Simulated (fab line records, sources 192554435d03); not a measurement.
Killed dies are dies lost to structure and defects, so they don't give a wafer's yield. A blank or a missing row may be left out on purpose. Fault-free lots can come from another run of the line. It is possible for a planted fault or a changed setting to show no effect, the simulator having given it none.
A lot that was struck, set against a sound lot || flow n5 finfet || 15 steps out of a route of 1938
Sound: these wafers, L296.1, L296.3, L296.6. Struck: wafer L306.2. (L306.4, L306.5 of the same lot were not struck and are left out.) The cause comes at the end.
At each step with rows: each side's tool, then ch and its chambers, then its first start. Under that, the readings that differ: sound wafers || struck wafers || difference of the means || sigmas: that difference in standard deviations of wafers without a fault.
alike: readings whose means differ by less than 2 such deviations, and words and numbers that are the same on both sides. not compared: withheld readings, readings that some wafer has no value for, bounds like >300 that may hide the same value, and numbers for which the record gives no deviation and whose values overlap.
Wherever a step has rows on one side only, a row that says differs or no value, or a row with sigmas, the two part there. Numbers that have no deviation but don't overlap get no sigmas and don't part them. Lack of a reading on every wafer of one side parts them only where that side has two or more wafers.

N5_BEOL_M7_TRENCH_ETCH_37: etches SiCOH lowk in C4F6/O2, target depth 93.478 nm, time 31.2 s.
  sound: rie diel-02 ch 0,1; struck: rie diel-04 ch 0
{"reading": "throttle valve pct (%)", "sound": "21.2 21.1 21.2", "struck": 20.4, "difference": -0.8, "sigmas": -3}
  alike: drypump motor current A, oes_f_703_au, oes product au, rf vpp V, showerhead plenum p Torr
  not compared: rf hours counter h
N5_BEOL_M7_ETCH_41: etches SiCN in CH3F/O2, target depth 31.9 nm, time 57.8 s.
  sound: rie diel-02 ch 0,1; struck: rie diel-04 ch 0
{"reading": "throttle valve pct (%)", "sound": "16.55 16.50 16.56", "struck": 15.82, "difference": -0.72, "sigmas": -3}
  alike: drypump motor current A, oes product au, rf vpp V, showerhead plenum p Torr
  not compared: rf hours counter h
then, 1 step without rows for these wafers: N5_BEOL_M7_STRIP_80 (strips in N2/H2, time 10 s).
N5_BEOL_M7_OCD_MEAS_38:
  sound on ocd-01, day 9 22:10; struck on ocd-02, day 11 22:34
  alike: trench depth nm
then, 4 steps without rows for these wafers: N5_BEOL_M7_HM_STRIP_39 (strips TiN in peroxide tin strip, target depth 25 nm, time 158 s); N5_BEOL_M7_SRD_40 (time 30 s); N5_BEOL_M7_PRECLEAN_42 (cleans in residue remover, time 60 s); N5_BEOL_M7_SRD_43 (time 30 s).
N5_BEOL_M7_CD_MEAS_35: target cd 40 nm.
  sound on cd sem-02, day 9 22:19; struck on cd sem-03, day 11 22:44
  alike: cd nm
N5_BEOL_M7_CURE_75: cures SiCOH lowk, time 120 s.
  sound on uv cure-03 ch 2, day 9 22:22; struck on uv cure-02 ch 2, day 11 22:49
  alike: lamp power pct, wafer_temp_C_max
then, 1 step without rows for these wafers: N5_BEOL_M7_DEGAS_44 (time 60 s).
N5_BEOL_M7_PRE_CLEAN_45: time 30 s.
  sound on pvd sputter-01, day 9 22:47; struck on pvd sputter-02, day 11 23:32
  alike: heater power w
N5_BEOL_M7_ALD_77: deposits TaN, target thk 2 nm, pulse time 2 s, purge time 3 s.
  sound on ald metal-04 ch 1,3, day 9 22:50; struck on ald metal-02 ch 0, day 11 23:49
{"reading": "ald cycles", "sound": "40 40 40", "struck": 44, "difference": "+4", "sigmas": ""}
{"reading": "chamber pressure Torr (Torr)", "sound": "2.998 3.009 3.004", "struck": 2.989, "difference": -0.015, "sigmas": -2}
  alike: heater power w, precursor vessel temp c
N5_BEOL_M7_SURFACE_TREAT_79:
  sound on pvd sputter-03, day 9 23:11; struck on pvd sputter-02, day 12 00:14
  not compared: throttle valve pct
-- the record jumps here: 3 days lie between the struck wafers' starts before and after (it left off in module BEOL_M7 and takes up again in module PASSIVATION, whose first step shown is number 1936 of the route) --
N5_PASSIVATION_PROBE_49:
  sound on prober-02, day 13 00:03; struck on prober-01, day 15 01:22
  alike: defect limited yield, killed_at_M0_to_M3, killed_at_M4_up, killed at contacts, killed at front end, killed at other, killed dies, killed open, killed short, sort_bin_5_function, sort_bin_6_memory, sort n pass, sort yield pct

## WHERE THEY PART
At N5_BEOL_M7_TRENCH_ETCH_37 first; at N5_BEOL_M7_ALD_77 last (within this record only). Later steps at which nothing parts them and some readings are alike: N5_PASSIVATION_PROBE_49.

WHY: whatever the simulator had introduced
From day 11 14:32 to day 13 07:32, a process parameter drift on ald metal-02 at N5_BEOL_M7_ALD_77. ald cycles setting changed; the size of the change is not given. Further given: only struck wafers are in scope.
